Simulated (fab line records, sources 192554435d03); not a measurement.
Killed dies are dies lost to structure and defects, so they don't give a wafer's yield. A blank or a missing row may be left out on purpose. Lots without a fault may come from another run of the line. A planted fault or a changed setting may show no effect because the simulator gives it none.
Which tool did it? | flow n5_finfet | 12 lots, 36 wafers sampled, at 2 steps of a route of 1938

WHAT THE GAUGES READ, wafer by wafer
N5_MOL_CONTACT_COAG_CD_MEAS_84: target cd 25.1 nm.
lot  | measured     | on        | cd_nm (nm)
L075 | day 5 11:41  | cd_sem-03 | 25.58 24.90 25.21
L077 | day 6 00:23  | cd_sem-02 | 25.54 25.06 25.21
L079 | day 6 09:37  | cd_sem-01 | 25.18 24.83 25.16
L081 | day 6 23:14  | cd_sem-01 | 25.16 24.55 24.83
L083 | day 7 12:45  | cd_sem-02 | 25.27 25.19 25.00
L085 | day 8 00:12  | cd_sem-03 | 24.82 24.96 25.13
L087 | day 8 12:00  | cd_sem-02 | 24.88 25.17 25.27
L089 | day 8 21:08  | cd_sem-02 | 25.56 24.88 25.12
L091 | day 9 08:18  | cd_sem-03 | 25.40 25.47 25.43
L093 | day 9 20:01  | cd_sem-02 | 24.83 25.07 25.21
L095 | day 10 07:48 | cd_sem-01 | 25.05 24.54 24.53
L097 | day 10 19:04 | cd_sem-01 | 25.19 25.00 25.07

WHICH TOOL RAN EACH LOT (tool, then ch and the chambers of the sampled wafers, then the start)
lot  | N5_MOL_CONTACT_COAG_PRE_CLEAN_141
L075 | pvd_sputter-02, day 5 04:32
L077 | pvd_sputter-03, day 5 17:46
L079 | pvd_sputter-03, day 6 02:10
L081 | pvd_sputter-03, day 6 17:26
L083 | pvd_sputter-01, day 7 06:21
L085 | pvd_sputter-02, day 7 17:46
L087 | pvd_sputter-01, day 8 02:38
L089 | pvd_sputter-03, day 8 13:26
L091 | pvd_sputter-03, day 9 00:29
L093 | pvd_sputter-02, day 9 12:44
L095 | pvd_sputter-03, day 9 22:56
L097 | pvd_sputter-03, day 10 11:01
- N5_MOL_CONTACT_COAG_PRE_CLEAN_141: time 60 s.

THE ANSWER, worked out from the rows above alone
Rule: what is usual is taken from the lots themselves. Put in order of their means at a reading, lots are off if they are a third of the lots or fewer, leave a main group of 4 or more, and stand apart from it by a gap of 3 or more times the standard deviation of the main group's means; of several such gaps the widest counts. A main group whose means are all the same, to the digits that the tables above print for the reading, isn't used. A lot without any number at a reading at which 4 lots or more have one is off too. The other lots that the step has rows for count as sound.
No lot is off at any reading shown: from this, nothing can be told.

WHAT THE SIMULATOR HAD PUT IN
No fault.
